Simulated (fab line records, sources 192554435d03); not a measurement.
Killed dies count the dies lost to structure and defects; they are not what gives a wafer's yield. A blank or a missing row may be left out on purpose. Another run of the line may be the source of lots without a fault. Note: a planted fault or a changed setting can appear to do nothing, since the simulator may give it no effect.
Matching of chambers	flow n5_finfet	N5_BEOL_M7_ALD_77 on ald_metal-04 has 4 sister chambers
The step deposits TaN, target thk 2 nm, pulse time 2 s, purge time 3 s. 8 wafers are shown with their chamber, then 12 later ones without.

## EACH WAFER AND ITS CHAMBER
wafer	chamber	heater_power_w (W)	susceptor_temp_C (C)
L084.3	3	437	274.98
L087.1	3	441	275.03
L090.1	2	398	275.21
L090.4	1	350	274.90
L090.5	0	376	274.69
L089.3	0	376	275.20
L089.5	2	405	275.17
L089.6	1	350	275.03

## WAFERS WITHOUT THEIR CHAMBER
wafer	heater_power_w (W)	susceptor_temp_C (C)
L093.1	346	275.01
L093.3	389	275.37
L093.4	427	274.95
L092.2	416	274.92
L092.5	421	274.92
L092.6	399	275.13
L094.1	395	274.83
L094.4	347	275.02
L094.6	381	274.75
L097.3	380	275.26
L097.4	434	274.95
L097.6	378	275.15

## WHICH CHAMBER EACH WENT THROUGH
wafer	from the rows above	in truth
L093.1	1	1
L093.3	can't be placed: 2 or 0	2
L093.4	3	3
L092.2	2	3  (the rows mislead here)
L092.5	can't be placed: 3 or 2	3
L092.6	2	2
L094.1	2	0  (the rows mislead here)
L094.4	1	1
L094.6	0	0
L097.3	0	0
L097.4	3	3
L097.6	0	0
Correctly placed: 8 of 12. Can't be placed from these rows: 2 (the true chamber is among the candidates in 2). 2 placed wrongly.
How it was worked out, from the rows above alone: a wafer's distance from a chamber is the root of the sum, over the readings, of the square of ((its reading less the chamber's mean) divided by the reading's scatter). If the next closest chamber is less than 2 further off than the closest, the wafer can't be placed; otherwise it belongs to the closest. A chamber's mean is the mean of its shown wafers. How the scatter is found: for the shown wafers, subtract from each reading the mean of its chamber, square and add these, divide the total by (wafers less chambers), then take the root.
